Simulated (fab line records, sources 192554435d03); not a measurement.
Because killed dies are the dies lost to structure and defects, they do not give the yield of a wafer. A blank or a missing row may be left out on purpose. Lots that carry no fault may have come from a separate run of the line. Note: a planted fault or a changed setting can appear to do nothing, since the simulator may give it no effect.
fab line records ; flow n5-finfet
[record] lots = 7; wafers = 21
route steps=1938 shown SD_ACTIVATION@331 HKMG_FIN@427 GATE_CUT@478 MOL_CONTACT_COAG@535 BEOL_M0_SAQP@663 BEOL_M0@720 BEOL_M3@963
start-h: start of the lot's first displayed wafer, in hours after the record's first day ; wait-h: time in hours since the lot's previous step ; " same as the row above ; L1.1+2: a row that stands for several wafers ; - value missing, or start not given ; * or withheld: withheld ; < > ~ a bound
route shown NAME@n: names a module that has steps shown in the file, with the first one's number in the route ; usual: mean and standard deviation over wafers with no fault ; same: alike in all rows ; chamber/n: place in a boat ; sites: the reading at each site ; _std_site: the values' standard deviation ; _edge_site: inner sites' mean taken away from outer sites' mean ; radius-mm: for every site, how far away it sits from the centre of the wafer ; mask NAME#n: copy n ; behind: the last tool/chamber to shape the wafer ; hold: cause of the lot's hold/its duration in hours/its outcome ; device: the transistor (n, p or np) that didn't switch ; end of line: the same wafers' tests at the end of the route ; step lacking rows: just its recipe ; killed: not the wafer's yield, but the dies lost to structure and defects at the first sort ; map: the dies of a wafer, with x for killed, . for not killed, _ for no die there
set.NAME: the run value of the setting; set.NAME@STEP: its run value at that earlier step ; model.NAME: the simulator's own value behind a step, which no gauge read
lots whose settings were changed on purpose; a table a step, a row a wafer
[[steps]]
[step N5_SD_ACTIVATION_LSA_01]
[recipe] temp-c = 1080; time-s = 0.0008; ambient = N2
[usual] wafer_temp_C_max = 1084.5/0.91
lot.wafer;tool;chamber;start-h;wait-h;set.temp-c;wafer_temp_C_max
L074.2;laser-anneal-01;0;58.13;0.2;1080;1087.7
L074.5;laser-anneal-01;0;58.13;0.2;1080;1083.5
L074.6;laser-anneal-01;0;58.13;0.2;1080;1084.2
L077.1;laser-anneal-02;0;76.39;0.2;1107;1112.0
L077.3;laser-anneal-02;0;76.39;0.2;1080;1084.2
L077.4;laser-anneal-02;0;76.39;0.2;1107;1110.3
L079.3;laser-anneal-02;0;90.77;0.2;1080;1085.0
L079.5;laser-anneal-02;0;90.77;0.2;1080;1083.8
L079.6;laser-anneal-02;0;90.77;0.2;1050;1053.6
L080.2;laser-anneal-01;0;96.16;0.2;1080;1085.5
L080.3;laser-anneal-01;0;96.16;0.2;1080;1085.5
L080.5;laser-anneal-01;0;96.16;0.2;1080;1084.0
L090.4;laser-anneal-01;0;152.69;0.2;1064;1068.8
L090.5;laser-anneal-01;0;152.69;0.2;1080;1083.9
L090.6;laser-anneal-01;0;152.69;0.2;1080;1083.6
L093.3;laser-anneal-01;0;172.49;0.2;1080;1083.6
L093.5;laser-anneal-01;0;172.49;0.2;1080;1086.8
L093.6;laser-anneal-01;0;172.49;0.2;1093;1097.4
L097.1;laser-anneal-02;0;196.20;0.2;1080;1085.3
L097.3;laser-anneal-02;0;196.20;0.2;1080;1083.6
L097.4;laser-anneal-02;0;196.20;0.2;1055;1061.5
[step N5_HKMG_FIN_EXPOSE_09]
[recipe] mask-id = NWFM; na = 1.35; source-shape = conventional; sigma-outer = 0.8; polarization = unpolarized; dose-mj = 39.25
lot.wafer;tool;chamber;start-h;wait-h;mask;set.dose-mj
L074.2+5+6;arfi-scanner-03;0;74.37;-;NWFM#0;39.25
L077.1+3;arfi-scanner-03;0;92.73;-;NWFM#0;38.35
L077.4;arfi-scanner-03;0;92.73;-;NWFM#0;39.25
L079.3;arfi-scanner-01;0;107.48;-;NWFM#0;39.25
L079.5+6;arfi-scanner-01;0;107.48;-;NWFM#0;41.11
L080.2;arfi-scanner-01;0;112.60;-;NWFM#0;37.66
L080.3+5;arfi-scanner-01;0;112.60;-;NWFM#0;39.25
L090.4+6;arfi-scanner-03;0;169.65;-;NWFM#0;37.7
L090.5;arfi-scanner-03;0;169.65;-;NWFM#0;39.25
L093.3+6;arfi-scanner-02;0;188.36;-;NWFM#0;39.25
L093.5;arfi-scanner-02;0;188.36;-;NWFM#0;40.49
L097.1+3;arfi-scanner-01;0;213.33;-;NWFM#0;39.25
L097.4;arfi-scanner-01;0;213.33;-;NWFM#0;40.52
[step N5_HKMG_FIN_PEB_10]
[recipe] peb-temp-c = withheld; peb-time-s = 60; resist = CAR-ArF
lot.wafer;tool;chamber;start-h;wait-h;set.peb-time-s
L074.2+5+6;litho-track-05;0;74.42;0.0;60
L077.1;litho-track-02;0;92.79;0.1;60
L077.3+4;litho-track-02;0;92.79;0.1;54.04
L079.3+5+6;litho-track-02;0;107.52;0.0;49.8
L080.2+3+5;litho-track-03;0;112.65;0.0;60
L090.4+5;litho-track-05;0;169.70;0.0;60
L090.6;litho-track-05;0;169.70;0.0;72.7
L093.3+6;litho-track-02;0;188.41;0.0;60
L093.5;litho-track-02;0;188.41;0.0;71.35
L097.1;litho-track-03;0;213.39;0.1;54.69
L097.3+4;litho-track-03;0;213.39;0.1;60
[step N5_HKMG_FIN_DEVELOP_11]
[recipe] develop-time-s = 30; developer = TMAH; resist = CAR-ArF; dev-temp-c = 23; rinse-liquid = diw; dry = air-spin
[step N5_HKMG_FIN_CD_MEAS_12]
[recipe] target-cd-nm = 92.8; landing-energy-ev = 500; detector = se-inlens
[usual] cd-nm = 92.5/0.64
lot.wafer;tool;chamber;start-h;wait-h;set.dose-mj@HKMG_FIN_EXPOSE_09;set.peb-time-s@HKMG_FIN_PEB_10;cd-nm
L074.2;cd-sem-02;0;74.48;-;39.25;60;94.3
L074.5;cd-sem-02;0;74.48;-;39.25;60;93.5
L074.6;cd-sem-02;0;74.48;-;39.25;60;92.3
L077.1;cd-sem-03;0;92.86;-;38.35;60;90.5
L077.3;cd-sem-03;0;92.86;-;38.35;54.04;86.1
L077.4;cd-sem-03;0;92.86;-;39.25;54.04;88.8
L079.3;cd-sem-03;0;107.59;-;39.25;49.8;85.5
L079.5;cd-sem-03;0;107.59;-;41.11;49.8;88.6
L079.6;cd-sem-03;0;107.59;-;41.11;49.8;88.3
L080.2;cd-sem-01;0;112.72;-;37.66;60;89.6
L080.3;cd-sem-01;0;112.72;-;39.25;60;93.0
L080.5;cd-sem-01;0;112.72;-;39.25;60;93.7
L090.4;cd-sem-03;0;169.76;-;37.7;60;88.5
L090.5;cd-sem-03;0;169.76;-;39.25;60;92.5
L090.6;cd-sem-03;0;169.76;-;37.7;72.7;95.3
L093.3;cd-sem-03;0;188.48;-;39.25;60;92.3
L093.5;cd-sem-03;0;188.48;-;40.49;71.35;99.5
L093.6;cd-sem-03;0;188.48;-;39.25;60;91.6
L097.1;cd-sem-01;0;213.45;-;39.25;54.69;89.1
L097.3;cd-sem-01;0;213.45;-;39.25;60;92.1
L097.4;cd-sem-01;0;213.45;-;40.52;60;94.7
[step N5_GATE_CUT_COAT_34]
[recipe] resist = SOC; temp-c = 250; time-s = 60; spin-rpm = 1500; resist-thk-nm = 60
lot.wafer;tool;chamber;start-h;wait-h;set.spin-rpm;model.SOC_of_GATE_CUT_COAT_34.thk-nm
L074.2+6;litho-track-04;0;82.72;0.0;1500;60
L074.5;litho-track-04;0;82.72;0.0;1500;60.2
L077.1+3;litho-track-04;0;101.01;0.0;1500;60
L077.4;litho-track-04;0;101.01;0.0;1384;62.2
L079.3+5;litho-track-01;0;115.43;0.0;1583;58.4
L079.6;litho-track-01;0;115.43;0.0;1500;59.8
L080.2;litho-track-02;0;120.52;0.0;1623;57.8
L080.3;litho-track-02;0;120.52;0.0;1500;60.4
L080.5;litho-track-02;0;120.52;0.0;1623;58
L090.4;litho-track-02;0;178.06;0.0;1500;59.8
L090.5;litho-track-02;0;178.06;0.0;1500;60
L090.6;litho-track-02;0;178.06;0.0;1400;62
L093.3+5+6;litho-track-04;0;196.30;0.0;1500;60
L097.1;litho-track-01;0;223.02;0.0;1500;59.8
L097.3;litho-track-01;0;223.02;0.0;1359;63
L097.4;litho-track-01;0;223.02;0.0;1500;60
[step N5_GATE_CUT_COAT_35]
[recipe] resist = SiARC; temp-c = 220; time-s = 60; spin-rpm = 1500; resist-thk-nm = 10
[step N5_GATE_CUT_COAT_27]
[recipe] resist = underlayer; temp-c = 205; time-s = 60; spin-rpm = 1500; resist-thk-nm = 10
[step N5_GATE_CUT_ETCH_28]
[recipe] chemistry = N2/H2; target = underlayer; target-depth-a = 130; mask-material = CAR-EUV; time-s = 10.4; ion-energy-ev = 200; pressure-mtorr = 30; source-w = 840; bias-w = 150; n2-flow-sccm = 200; h2-flow-sccm = 200; ends = cleared
[step N5_GATE_CUT_ETCH_36]
[recipe] chemistry = CF4; target = SiARC; target-depth-a = 130; mask-material = CAR-EUV; time-s = 21.7; ion-energy-ev = 80; pressure-mtorr = 40; source-w = 545; bias-w = 36; Ar_flow_sccm = 100; cf4-flow-sccm = 100; ends = cleared
[step N5_GATE_CUT_ETCH_37]
[recipe] chemistry = N2/H2; target = SOC; target-depth-a = 600; overetch-a = 120; mask-material = SiARC; temp-c = 40; time-s = 90; ion-energy-ev = 200; pressure-mtorr = 30; source-w = 840; bias-w = 150; n2-flow-sccm = 200; h2-flow-sccm = 200
lot.wafer;tool;chamber;start-h;wait-h;set.spin-rpm@GATE_CUT_COAT_34;model.etch.depth-nm
L074.2;rie-diel-02;0;83.19;0.0;1500;60
L074.5;rie-diel-02;2;83.19;0.0;1500;60.14
L074.6;rie-diel-02;1;83.19;0.0;1500;60.04
L077.1;rie-diel-04;3;101.85;0.0;1500;59.93
L077.3;rie-diel-04;2;101.85;0.0;1500;60.03
L077.4;rie-diel-04;1;101.85;0.0;1384;62.18
L079.3;rie-diel-04;1;115.90;0.0;1583;58.4
L079.5;rie-diel-04;3;115.90;0.0;1583;58.31
L079.6;rie-diel-04;0;115.90;0.0;1500;59.85
L080.2;rie-diel-02;0;121.22;0.0;1623;57.86
L080.3;rie-diel-02;2;121.22;0.0;1500;60.38
L080.5;rie-diel-02;2;121.22;0.0;1623;58.09
L090.4;rie-diel-06;2;178.77;0.0;1500;59.83
L090.5;rie-diel-06;2;178.77;0.0;1500;59.9
L090.6;rie-diel-06;1;178.77;0.0;1400;61.96
L093.3;rie-diel-04;1;196.89;0.0;1500;60.01
L093.5+6;rie-diel-04;2,3;196.89;0.0;1500;59.96
L097.1;rie-diel-06;2;224.32;0.0;1500;59.89
L097.3;rie-diel-06;0;224.32;0.0;1359;63.03
L097.4;rie-diel-06;3;224.32;0.0;1500;59.96
[step N5_GATE_CUT_STRIP_38]
[recipe] chemistry = N2/H2; temp-c = 40; n2-flow-sccm = 200; h2-flow-sccm = 200; rf-frequency-hz = 6e+07
[step N5_GATE_CUT_STRIP_39]
[recipe] chemistry = N2/H2; temp-c = 40; n2-flow-sccm = 200; h2-flow-sccm = 200; rf-frequency-hz = 6e+07
[step N5_GATE_CUT_HM_OPEN_40]
[recipe] chemistry = C4F6/O2; target = SiO2; mask-material = SiARC; target-depth-a = 1390; time-s = 85.1; ion-energy-ev = 250; pressure-mtorr = 30; source-w = 345; bias-w = 185; Ar_flow_sccm = 300; C4F6_flow_sccm = 10; O2_flow_sccm = 10; ends = cleared
lot.wafer;tool;chamber;start-h;wait-h;set.spin-rpm@GATE_CUT_COAT_34;model.SOC_of_GATE_CUT_COAT_34.thk-nm
L074.2;rie-diel-02;0;83.28;0.0;1500;32
L074.5;rie-diel-02;2;83.28;0.0;1500;32.4
L074.6;rie-diel-02;1;83.28;0.0;1500;32.2
L077.1;rie-diel-04;3;101.93;0.0;1500;32.6
L077.3;rie-diel-04;2;101.93;0.0;1500;33.2
L077.4;rie-diel-04;1;101.93;0.0;1384;34.4
L079.3;rie-diel-04;1;115.99;0.0;1583;31.8
L079.5;rie-diel-04;3;115.99;0.0;1583;31
L079.6;rie-diel-04;0;115.99;0.0;1500;32.6
L080.2;rie-diel-02;0;121.31;0.0;1623;30.2
L080.3;rie-diel-02;2;121.31;0.0;1500;33
L080.5;rie-diel-02;2;121.31;0.0;1623;30.4
L090.4+5;rie-diel-06;2;178.86;0.0;1500;32.6
L090.6;rie-diel-06;1;178.86;0.0;1400;34
L093.3;rie-diel-04;1;196.97;0.0;1500;33.2
L093.5;rie-diel-04;2;196.97;0.0;1500;32.2
L093.6;rie-diel-04;3;196.97;0.0;1500;32.4
L097.1;rie-diel-06;2;224.41;0.0;1500;33.2
L097.3;rie-diel-06;0;224.41;0.0;1359;35.8
L097.4;rie-diel-06;3;224.41;0.0;1500;33
[step N5_MOL_CONTACT_COAG_CONTACT_ETCH_14]
[recipe] chemistry = C4F6/O2; target = SiO2; target-depth-a = 275; overetch-a = 85; mask-material = SOC; pressure-mtorr = 30; source-w = 370; bias-w = 185; Ar_flow_sccm = 300; C4F6_flow_sccm = 16; O2_flow_sccm = 10; time-s = 20; ion-energy-ev = 259.6
[usual] rf-vpp-V = 693/4.1
lot.wafer;tool;chamber;start-h;wait-h;set.source-w;rf-vpp-V
L074.2;rie-diel-05;1;87.08;0.0;370;691
L074.5;rie-diel-05;1;87.08;0.0;370;691
L074.6;rie-diel-05;0;87.08;0.0;370;684
L077.1;rie-diel-05;0;105.89;0.0;370;686
L077.3;rie-diel-05;1;105.89;0.0;412.9;671
L077.4;rie-diel-05;2;105.89;0.0;370;700
L079.3;rie-diel-03;1;120.08;0.0;410.6;675
L079.5;rie-diel-03;0;120.08;0.0;410.6;666
L079.6;rie-diel-03;1;120.08;0.0;370;698
L080.2;rie-diel-01;1;125.12;0.0;420.8;659
L080.3;rie-diel-01;0;125.12;0.0;370;692
L080.5;rie-diel-01;1;125.12;0.0;420.8;657
L090.4;rie-diel-05;0;182.80;0.0;370;685
L090.5;rie-diel-05;2;182.80;0.0;370;697
L090.6;rie-diel-05;1;182.80;0.0;329.9;716
L093.3;rie-diel-05;1;200.91;0.0;370;690
L093.5;rie-diel-05;3;200.91;0.0;412.5;668
L093.6;rie-diel-05;1;200.91;0.0;412.5;670
L097.1;rie-diel-05;2;229.14;0.0;370;697
L097.3;rie-diel-05;0;229.14;0.0;392.7;674
L097.4;rie-diel-05;2;229.14;0.0;392.7;690
[step N5_MOL_CONTACT_COAG_EXPOSE_81]
[recipe] mask-id = VG; na = 0.33; source-shape = annular; sigma-inner = 0.3; sigma-outer = 0.7; polarization = unpolarized; defocus-nm = 0; dose-mj = 59.5
lot.wafer;tool;chamber;start-h;wait-h;mask;set.dose-mj
L074.2+5+6;euv-scanner-01;0;96.01;-;VG#0;59.5
L077.1+4;euv-scanner-01;0;115.23;-;VG#0;59.5
L077.3;euv-scanner-01;0;115.23;-;VG#0;57.29
L079.3+5+6;euv-scanner-02;0;129.13;-;VG#0;57.95
L080.2;euv-scanner-02;0;135.34;-;VG#0;61.26
L080.3+5;euv-scanner-02;0;135.34;-;VG#0;59.5
L090.4+6;euv-scanner-01;0;193.53;-;VG#0;59.5
L090.5;euv-scanner-01;0;193.53;-;VG#0;57.54
L093.3+5;euv-scanner-02;0;209.28;-;VG#0;55.85
L093.6;euv-scanner-02;0;209.28;-;VG#0;59.5
L097.1+4;euv-scanner-02;0;239.52;-;VG#0;59.5
L097.3;euv-scanner-02;0;239.52;-;VG#0;63.61
[step N5_MOL_CONTACT_COAG_PEB_82]
[recipe] peb-temp-c = 100; peb-time-s = 60; resist = CAR-EUV
[step N5_MOL_CONTACT_COAG_DEVELOP_83]
[recipe] develop-time-s = 30; developer = TMAH; resist = CAR-EUV; rinse-liquid = surfactant-rinse; dry = air-spin; dev-temp-c = 23
[step N5_MOL_CONTACT_COAG_CD_MEAS_84]
[recipe] target-cd-nm = 25.1; landing-energy-ev = 500; detector = se-inlens; polarity = opening
[usual] cd-nm = 25.17/0.21
lot.wafer;tool;chamber;start-h;wait-h;set.dose-mj@MOL_CONTACT_COAG_EXPOSE_81;cd-nm
L074.2;cd-sem-03;0;96.15;-;59.5;25.41
L074.5;cd-sem-03;0;96.15;-;59.5;25.38
L074.6;cd-sem-03;0;96.15;-;59.5;25.18
L077.1;cd-sem-01;0;115.37;-;59.5;25.16
L077.3;cd-sem-01;0;115.37;-;57.29;24.38
L077.4;cd-sem-01;0;115.37;-;59.5;24.92
L079.3;cd-sem-01;0;129.26;-;57.95;24.55
L079.5;cd-sem-01;0;129.26;-;57.95;24.72
L079.6;cd-sem-01;0;129.26;-;57.95;24.44
L080.2;cd-sem-03;0;135.48;-;61.26;25.75
L080.3;cd-sem-03;0;135.48;-;59.5;24.74
L080.5;cd-sem-03;0;135.48;-;59.5;25.25
L090.4;cd-sem-02;0;193.65;-;59.5;25.36
L090.5;cd-sem-02;0;193.65;-;57.54;24.71
L090.6;cd-sem-02;0;193.65;-;59.5;25.61
L093.3;cd-sem-03;0;209.41;-;55.85;23.91
L093.5;cd-sem-03;0;209.41;-;55.85;23.91
L093.6;cd-sem-03;0;209.41;-;59.5;24.89
L097.1;cd-sem-01;0;239.66;-;59.5;25.28
L097.3;cd-sem-01;0;239.66;-;63.61;26.75
L097.4;cd-sem-01;0;239.66;-;59.5;24.98
[step N5_BEOL_M0_SAQP_SPACER1_ALD_98]
[recipe] material = SiO2; target-thk-a = 128; temp-c = 300; ald-precursor-family = BDEAS; ald-co-reactant = O2-plasma; pulse-time-s = 1; purge-time-s = 2; co-reactant-purge-time-s = 2; ald-cycles = 138; pressure-torr = 2
lot.wafer;tool;chamber;start-h;wait-h;set.ald-cycles;model.SiO2_of_BEOL_M0_SAQP_SPACER1_ALD_98.thk-nm
L074.2+5+6;ald-sin-02;0,0,3;105.68;0.3;138;12.8
L077.1+3+4;ald-sin-02;3,2,1;124.66;0.3;147;13.6
L079.3+6;ald-sin-02;1,0;138.36;0.2;129;12
L079.5;ald-sin-02;1;138.36;0.2;138;12.8
L080.2;ald-sin-01;1;144.39;0.3;156;14.4
L080.3;ald-sin-01;0;144.39;0.3;138;12.8
L080.5;ald-sin-01;2;144.39;0.3;156;14.6
L090.4+5+6;ald-sin-04;1,3,0;203.88;0.1;138;12.8
L093.3;ald-sin-04;0;220.27;1.1;138;13
L093.5;ald-sin-04;3;220.27;1.1;118;11
L093.6;ald-sin-04;2;220.27;1.1;118;11.2
L097.1+3+4;ald-sin-04;0,1,2;249.46;0.3;138;12.8
[step N5_BEOL_M0_SAQP_SPACER1_ETCHBACK_99]
[recipe] chemistry = CHF3/O2; mode = anisotropic-etchback; target = SiO2; target-depth-a = 154; time-s = 7.7; pressure-mtorr = 30; source-w = 650; bias-w = 170; Ar_flow_sccm = 200; CHF3_flow_sccm = 50; O2_flow_sccm = 5; ion-energy-ev = 200
[step N5_BEOL_M0_SAQP_MANDREL1_REMOVE_100]
[recipe] chemistry = HBr/Cl2/O2; bt-time-s = 10; target = a-Si; stop-on = SiNx; endpoint = OES-SiCl; over-etch-frac = 0.85; icp-w = 600; bias-w = 30; HBr_flow_sccm = 150; Cl2_flow_sccm = 80; O2_flow_sccm = 5; pressure-mtorr = 10
lot.wafer;tool;chamber;start-h;wait-h;set.ald-cycles@BEOL_M0_SAQP_SPACER1_ALD_98;model.BEOL_M0_SAQP.cd-nm
L074.2;rie-si-05;3;106.24;0.1;138;12.8
L074.5+6;rie-si-05;2,1;106.24;0.1;138;13
L077.1;rie-si-05;3;125.50;0.1;147;13.4
L077.3+4;rie-si-05;1,2;125.50;0.1;147;13.6
L079.3+6;rie-si-05;3;138.92;0.1;129;12
L079.5;rie-si-05;2;138.92;0.1;138;13
L080.2+5;rie-si-05;3;144.95;0.1;156;14.6
L080.3;rie-si-05;1;144.95;0.1;138;12.8
L090.4+5;rie-si-06;0,1;204.46;0.0;138;12.8
L090.6;rie-si-06;2;204.46;0.0;138;13
L093.3;rie-si-05;2;220.83;0.1;138;13
L093.5;rie-si-05;1;220.83;0.1;118;11.2
L093.6;rie-si-05;0;220.83;0.1;118;11
L097.1+3+4;rie-si-03;1,2,2;250.02;0.1;138;12.8
[step N5_BEOL_M0_SAQP_CD_MEAS_25]
[recipe] target-cd-nm = 13.1; landing-energy-ev = 1000; detector = se-inlens
[usual] cd-nm = 12.82/0.23
lot.wafer;tool;chamber;start-h;wait-h;set.ald-cycles@BEOL_M0_SAQP_SPACER1_ALD_98;cd-nm
L074.2;cd-sem-03;0;106.35;0.1;138;12.58
L074.5;cd-sem-03;0;106.35;0.1;138;13.00
L074.6;cd-sem-03;0;106.35;0.1;138;13.17
L077.1;cd-sem-02;0;125.61;0.1;147;13.48
L077.3;cd-sem-02;0;125.61;0.1;147;13.50
L077.4;cd-sem-02;0;125.61;0.1;147;13.78
L079.3;cd-sem-03;0;139.04;0.1;129;12.01
L079.5;cd-sem-03;0;139.04;0.1;138;12.87
L079.6;cd-sem-03;0;139.04;0.1;129;12.33
L080.2;cd-sem-01;0;145.06;0.1;156;14.32
L080.3;cd-sem-01;0;145.06;0.1;138;12.91
L080.5;cd-sem-01;0;145.06;0.1;156;14.79
L090.4;cd-sem-02;0;204.57;0.1;138;12.90
L090.5;cd-sem-02;0;204.57;0.1;138;12.67
L090.6;cd-sem-02;0;204.57;0.1;138;12.99
L093.3;cd-sem-01;0;220.95;0.1;138;12.71
L093.5;cd-sem-01;0;220.95;0.1;118;11.18
L093.6;cd-sem-01;0;220.95;0.1;118;10.66
L097.1;cd-sem-03;0;250.13;0.1;138;12.57
L097.3;cd-sem-03;0;250.13;0.1;138;12.35
L097.4;cd-sem-03;0;250.13;0.1;138;12.71
[step N5_BEOL_M0_ETCH_128]
[recipe] chemistry = CF4/N2; target-depth-a = 120; overetch-a = 51; target = SiCN; time-s = 21.4; ion-energy-ev = 150; pressure-mtorr = 40; source-w = 430; bias-w = 70; Ar_flow_sccm = 100; cf4-flow-sccm = 60; n2-flow-sccm = 60
[usual] rf-vpp-V = 382.8/2.5
lot.wafer;tool;chamber;start-h;wait-h;set.source-w;rf-vpp-V
L074.2;rie-diel-05;0;111.48;0.0;430;380.1
L074.5;rie-diel-05;2;111.48;0.0;430;385.4
L074.6;rie-diel-05;1;111.48;0.0;430;382.7
L077.1;rie-diel-03;3;131.71;0.0;430;382.2
L077.3;rie-diel-03;2;131.71;0.0;500.3;362.2
L077.4;rie-diel-03;0;131.71;0.0;500.3;361.1
L079.3;rie-diel-05;2;143.62;0.2;501.6;365.4
L079.5;rie-diel-05;3;143.62;0.2;430;384.8
L079.6;rie-diel-05;0;143.62;0.2;501.6;360.0
L080.2;rie-diel-05;0;150.78;0.3;430;377.4
L080.3;rie-diel-05;2;150.78;0.3;506.3;364.7
L080.5;rie-diel-05;2;150.78;0.3;506.3;366.9
L090.4;rie-diel-03;1;210.57;0.8;449.4;379.8
L090.5;rie-diel-03;3;210.57;0.8;430;382.9
L090.6;rie-diel-03;0;210.57;0.8;430;386.6
L093.3;rie-diel-03;3;232.03;0.0;395.7;393.4
L093.5;rie-diel-03;2;232.03;0.0;395.7;390.0
L093.6;rie-diel-03;3;232.03;0.0;430;381.2
L097.1;rie-diel-01;0;259.31;1.6;430;380.1
L097.3;rie-diel-01;3;259.31;1.6;430;385.1
L097.4;rie-diel-01;1;259.31;1.6;485.5;365.5
[step N5_BEOL_M3_EXPOSE_25]
[recipe] mask-id = V2; na = 0.33; source-shape = quasar; sigma-inner = 0.2; sigma-outer = 0.8; polarization = unpolarized; defocus-nm = 5; dose-mj = 63
lot.wafer;tool;chamber;start-h;wait-h;mask;set.dose-mj
L074.2+5+6;euv-scanner-01;0;164.36;-;V2#0;63
L077.1+3+4;euv-scanner-01;0;178.12;-;V2#0;63
L079.3+5;euv-scanner-01;0;187.15;-;V2#0;58.41
L079.6;euv-scanner-01;0;187.15;-;V2#0;63
L080.2;euv-scanner-02;0;209.88;-;V2#0;59.29
L080.3+5;euv-scanner-02;0;209.88;-;V2#0;63
L090.4;euv-scanner-01;0;245.21;-;V2#0;64.72
L090.5+6;euv-scanner-01;0;245.21;-;V2#0;63
L093.3+6;euv-scanner-02;0;284.53;-;V2#0;63
L093.5;euv-scanner-02;0;284.53;-;V2#0;58.62
L097.1+3+4;euv-scanner-02;0;311.68;-;V2#0;63
[step N5_BEOL_M3_PEB_26]
[recipe] peb-temp-c = 100; peb-time-s = 60; resist = CAR-EUV
[step N5_BEOL_M3_DEVELOP_27]
[recipe] develop-time-s = 30; developer = TMAH; resist = CAR-EUV; rinse-liquid = surfactant-rinse; dry = air-spin; dev-temp-c = 23
[step N5_BEOL_M3_CD_MEAS_28]
[recipe] target-cd-nm = 25.7; landing-energy-ev = 500; detector = se-inlens; target-cd-y-nm = 23.3; polarity = opening
[usual] cd-nm = 25.70/0.24
lot.wafer;tool;chamber;start-h;wait-h;set.dose-mj@BEOL_M3_EXPOSE_25;cd-nm
L074.2;cd-sem-02;0;164.50;-;63;25.62
L074.5;cd-sem-02;0;164.50;-;63;25.42
L074.6;cd-sem-02;0;164.50;-;63;25.93
L077.1;cd-sem-02;0;178.26;-;63;25.99
L077.3;cd-sem-02;0;178.26;-;63;25.28
L077.4;cd-sem-02;0;178.26;-;63;25.56
L079.3;cd-sem-01;0;187.28;-;58.41;24.48
L079.5;cd-sem-01;0;187.28;-;58.41;24.77
L079.6;cd-sem-01;0;187.28;-;63;25.60
L080.2;cd-sem-01;0;210.02;-;59.29;24.19
L080.3;cd-sem-01;0;210.02;-;63;26.11
L080.5;cd-sem-01;0;210.02;-;63;25.79
L090.4;cd-sem-01;0;245.33;-;64.72;26.51
L090.5;cd-sem-01;0;245.33;-;63;25.71
L090.6;cd-sem-01;0;245.33;-;63;25.93
L093.3;cd-sem-03;0;284.66;-;63;26.07
L093.5;cd-sem-03;0;284.66;-;58.62;24.71
L093.6;cd-sem-03;0;284.66;-;63;25.61
L097.1;cd-sem-02;0;311.83;-;63;25.75
L097.3;cd-sem-02;0;311.83;-;63;25.71
L097.4;cd-sem-02;0;311.83;-;63;25.73
[[key]]
[split] step = N5_SD_ACTIVATION_LSA_01; setting = temp-c; stated = 1080; by = wafer
[response] step = N5_SD_ACTIVATION_LSA_01; reading = wafer_temp_C_max; change = *; per = 1%; r = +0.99
[split] step = N5_HKMG_FIN_EXPOSE_09; setting = dose-mj; stated = 39.25; by = wafer
[response] step = N5_HKMG_FIN_CD_MEAS_12; reading = cd-nm; slope = +0.792; per = 1%; together-with = peb-time-s@HKMG_FIN_PEB_10; explained = 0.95
[split] step = N5_HKMG_FIN_PEB_10; setting = peb-time-s; stated = 60; by = wafer
[response] step = N5_HKMG_FIN_CD_MEAS_12; reading = cd-nm; slope = +0.301; per = 1%; together-with = dose-mj@HKMG_FIN_EXPOSE_09; explained = 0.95
[split] step = N5_GATE_CUT_COAT_34; setting = spin-rpm; stated = 1500; by = wafer
[response] step = N5_GATE_CUT_COAT_34; reading = model.SOC_of_GATE_CUT_COAT_34.thk-nm; change = -0.304; per = 1%; r = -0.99
[response] step = N5_GATE_CUT_ETCH_37; reading = model.etch.depth-nm; change = -0.303; per = 1%; r = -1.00
[response] step = N5_GATE_CUT_HM_OPEN_40; reading = model.SOC_of_GATE_CUT_COAT_34.thk-nm; change = -0.259; per = 1%; r = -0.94
[split] step = N5_MOL_CONTACT_COAG_CONTACT_ETCH_14; setting = source-w; stated = 370; by = wafer
[response] step = N5_MOL_CONTACT_COAG_CONTACT_ETCH_14; reading = rf-vpp-V; change = -2.25; per = 1%; r = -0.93
[split] step = N5_MOL_CONTACT_COAG_EXPOSE_81; setting = dose-mj; stated = 59.5; by = wafer
[response] step = N5_MOL_CONTACT_COAG_CD_MEAS_84; reading = cd-nm; change = +0.206; per = 1%; r = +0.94
[split] step = N5_BEOL_M0_SAQP_SPACER1_ALD_98; setting = ald-cycles; stated = 138; by = wafer
[response] step = N5_BEOL_M0_SAQP_SPACER1_ALD_98; reading = model.SiO2_of_BEOL_M0_SAQP_SPACER1_ALD_98.thk-nm; change = +0.13; per = 1%; r = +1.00
[response] step = N5_BEOL_M0_SAQP_MANDREL1_REMOVE_100; reading = model.BEOL_M0_SAQP.cd-nm; change = +0.136; per = 1%; r = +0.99
[response] step = N5_BEOL_M0_SAQP_CD_MEAS_25; reading = cd-nm; change = +0.123; per = 1%; r = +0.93
[split] step = N5_BEOL_M0_ETCH_128; setting = source-w; stated = 430; by = wafer
[response] step = N5_BEOL_M0_ETCH_128; reading = rf-vpp-V; change = -1.11; per = 1%; r = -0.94
[split] step = N5_BEOL_M3_EXPOSE_25; setting = dose-mj; stated = 63; by = wafer
[response] step = N5_BEOL_M3_CD_MEAS_28; reading = cd-nm; change = +0.189; per = 1%; r = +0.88
